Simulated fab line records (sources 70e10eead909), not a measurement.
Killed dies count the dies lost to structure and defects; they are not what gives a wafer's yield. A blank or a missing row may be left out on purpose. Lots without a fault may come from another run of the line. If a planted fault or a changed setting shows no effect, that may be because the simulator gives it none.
Matching of chambers | flow nand-harc | cmp-02 running NHARC_P_CONTACT_CMP_01: 4 sister chambers
The step polishes SiO2, target thk 200 nm. 4 wafers are shown with their chamber, then 8 later ones without.

## WAFERS PAIRED WITH THEIR CHAMBERS
wafer  | chamber | motor-current-A (A)
L079.5 | 0       | 11.1
L085.6 | 2       | 10.8
L088.5 | 1       | 13.0
L093.2 | 3       | 11.2

## WAFERS WHOSE CHAMBER IS MISSING
wafer  | motor-current-A (A)
L093.3 | 11.2
L093.6 | 12.8
L094.4 | 12.9
L094.5 | 12.5
L094.6 | 11.2
L096.3 | 11.0
L096.4 | 10.8
L096.5 | 10.6

## EACH ONE'S CHAMBER
wafer  | from the rows above          | in truth
L093.3 | can't be placed: 3 or 0 or 2 | 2
L093.6 | 1                            | 1
L094.4 | 1                            | 1
L094.5 | 1                            | 1
L094.6 | can't be placed: 3 or 0 or 2 | 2
L096.3 | can't be placed: 0 or 2 or 3 | 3
L096.4 | can't be placed: 2 or 0 or 3 | 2
L096.5 | can't be placed: 2 or 0 or 3 | 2
Placed correctly: 3 of 8. These rows do not allow placing 5 (true chamber among the candidates in 5). 0 placed wrongly.
How it was worked out, from the rows above alone: a wafer's distance from a chamber is the root of the sum, over the readings, of the square of ((its reading less the chamber's mean) divided by the reading's scatter). If the next closest chamber is less than 2 further off than the closest, the wafer can't be placed; otherwise it belongs to the closest. A chamber's mean is the mean of its shown wafers. The scatter (one wafer shown for each chamber): square how far every hidden wafer sits from the nearest shown wafer, average those squares and take the square root.
